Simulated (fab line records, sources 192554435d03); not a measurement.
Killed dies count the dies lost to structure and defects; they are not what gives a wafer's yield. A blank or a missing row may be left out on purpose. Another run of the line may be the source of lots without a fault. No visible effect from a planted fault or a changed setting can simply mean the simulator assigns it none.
8D (eight disciplines) problem report, filled in by code    flow n5_finfet    the parts of the form that need people (team, actions taken, sign-off) are left out

1. WHAT WENT WRONG
Wafers without a fault read 12, standard deviation 5.2; raw_defect_count at N5_STI_FIN_REVEAL_INSPECT_13 reads a mean of 828 on 9 wafers belonging to 3 lots. That is +99 or more standard deviations from the usual mean.
The step: inspects for defects (darkfield).
Earliest sighting: wafer L232.1 on defect_inspect-01 at day 5 04:23. The record holds 27 wafers of 9 lots with a number at this step. Rule for "out" (also "out of limits"): further than 4 standard deviations from the usual mean. The other wafers with a number count as sound.

2. WHAT IT IS AND WHAT IT IS NOT
question                     is                      is not
which readings at this step  raw_defect_count        -
which lots                   L232, L234, L236        L222, L224, L230, L231, L239, L245
which wafers of those lots   all that have a number  -
read on which gauges         defect_inspect-01       defect_inspect-02
when                         from day 5 04:23        up to then (12 sound wafers); but 6 sound wafers of L239, L245 came after

3. SUSPECTS, AND WHAT RULES EACH OUT
Counting: a tool at a process step up to the reading stays a suspect if it ran every lot that is out and no sound lot after the first of them.
- the gauge at N5_STI_FIN_REVEAL_INSPECT_13: ruled out. All the wafers that are out were read on defect_inspect-01, but those of them that N5_PASSIVATION_PROBE_49 has rows for are out there too, on other tools.
- wet_bench-05 at N5_STI_FIN_REVEAL_PRECLEAN_26 (cleans in SC1, time 45 s): kept. It processed each lot that is out, first L232 at day 5 01:04, and no sound lot thereafter; up to then, the last sound lot it processed was L231 at day 5 00:37.
After counting, what remains is wet_bench-05 at N5_STI_FIN_REVEAL_PRECLEAN_26.

4. THE CAUSE (what the simulator had put in)
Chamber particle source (wet_bench-05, N5_STI_FIN_REVEAL_PRECLEAN_26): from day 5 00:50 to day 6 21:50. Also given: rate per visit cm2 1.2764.
Only this tool survived the counting.

5. THE CHAIN OF EFFECTS, in route order
Each row: a reading where the mean over the struck wafers with a number is more than 3 standard deviations away from the usual. Only readings whose record carries a usual standard deviation are examined. hours: median over the lots of the time between each lot's start at the first step of this table that gives one and its start at this step. sigmas: the change, counted in usual standard deviations.
hours  step                          reading               usual   on struck wafers  change  sigmas
0      N5_STI_FIN_REVEAL_INSPECT_13  raw_defect_count      12      828               +816    +99 or more
247    N5_PASSIVATION_PROBE_49       defect_limited_yield  91.4 %  82.0              -9.4    -6.3
247    N5_PASSIVATION_PROBE_49       killed_at_front_end   40      150               +110    +8.5
247    N5_PASSIVATION_PROBE_49       killed_dies           102     212               +110    +6.5
247    N5_PASSIVATION_PROBE_49       sort_bin_5_function   5.1 %   11.2              +6.1    +6.4
247    N5_PASSIVATION_PROBE_49       sort_n_pass           1078    968               -110    -6.1
247    N5_PASSIVATION_PROBE_49       sort_yield_pct        91.3 %  82.0              -9.3    -6.2
The process steps in it:
- N5_PASSIVATION_PROBE_49
Later steps that measure or inspect, where all struck wafers having a row at the step show a number for every such reading and not one has moved that far: N5_BEOL_M4_RC_MEAS_101.

6. HOW IT WOULD HAVE BEEN CAUGHT EARLIER
The first out-of-limits reading at a measuring or inspecting step in this record came at day 5 04:23, 4 hours after the fault's start at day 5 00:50.
L234, L236, from the lots that are out (3), started N5_STI_FIN_REVEAL_PRECLEAN_26 on wet_bench-05 later than day 5 04:23. A hold on the tool at that time would have spared those 2.
